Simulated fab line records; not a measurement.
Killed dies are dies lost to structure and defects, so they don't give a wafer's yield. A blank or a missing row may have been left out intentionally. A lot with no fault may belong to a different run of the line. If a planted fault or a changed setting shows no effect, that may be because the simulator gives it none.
Chamber matching + flow n5Finfet + 4 sister chambers for N5_GATE_CUT_SAC_CAP_01 on aldSin-04
The step material SiNx, target thk 24 nm, pulse time 1 s, ald cycles 480. 8 wafers are shown with their chamber, then 11 later ones without.

== WAFERS WITH THEIR CHAMBER ==
| wafer  | chamber | heaterPowerW (W) | precursorPulseHeightRel |
|--------|---------|------------------|-------------------------|
| L084.1 | 3       | 731              | 0.975                   |
| L084.5 | 2       | 859              | 1.010                   |
| L084.6 | 1       | 776              | 0.991                   |
| L086.2 | 2       | 866              | 1.004                   |
| L088.3 | 0       | 890              | 0.967                   |
| L088.4 | 3       | 684              | 0.969                   |
| L088.5 | 0       | 913              | 0.996                   |
| L092.1 | 1       | 790              | 0.990                   |

== WAFERS WITH NO CHAMBER GIVEN ==
| wafer  | heaterPowerW (W) | precursorPulseHeightRel |
|--------|------------------|-------------------------|
| L092.2 | 750              | 1.010                   |
| L092.3 | 810              | 1.016                   |
| L092.4 | 914              | 0.972                   |
| L092.5 | 804              | 1.013                   |
| L092.6 | 823              | 1.005                   |
| L096.1 | 795              | 0.986                   |
| L096.2 | 934              | 0.977                   |
| L096.3 | 742              | 1.010                   |
| L096.4 | 808              | 1.001                   |
| L096.5 | 749              | 0.995                   |
| L096.6 | 812              | 1.008                   |

== CHAMBER TAKEN BY EACH ==
| wafer  | from the rows above     | in truth |
|--------|-------------------------|----------|
| L092.2 | can't be placed: 1 or 3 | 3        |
| L092.3 | can't be placed: 1 or 2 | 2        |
| L092.4 | 0                       | 0        |
| L092.5 | can't be placed: 1 or 2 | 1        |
| L092.6 | can't be placed: 2 or 1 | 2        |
| L096.1 | 1                       | 1        |
| L096.2 | 0                       | 0        |
| L096.3 | can't be placed: 1 or 3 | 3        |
| L096.4 | can't be placed: 1 or 2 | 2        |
| L096.5 | can't be placed: 1 or 3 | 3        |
| L096.6 | can't be placed: 1 or 2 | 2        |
Placed correctly: 3 of 11. Can't be placed from these rows: 8 (the true chamber is among the candidates in 8). Wrongly placed: 0.
How it was worked out, from the rows above alone: a wafer's distance from a chamber is the root of the sum, over the readings, of the square of ((its reading less the chamber's mean) divided by the reading's scatter). If the next closest chamber is less than 2 further off than the closest, the wafer can't be placed; otherwise it belongs to the closest. A chamber's mean is the mean of its shown wafers. The scatter: take each reading less its chamber's mean, square it, sum over the shown wafers, divide by the number of wafers less the number of chambers, and take the root.
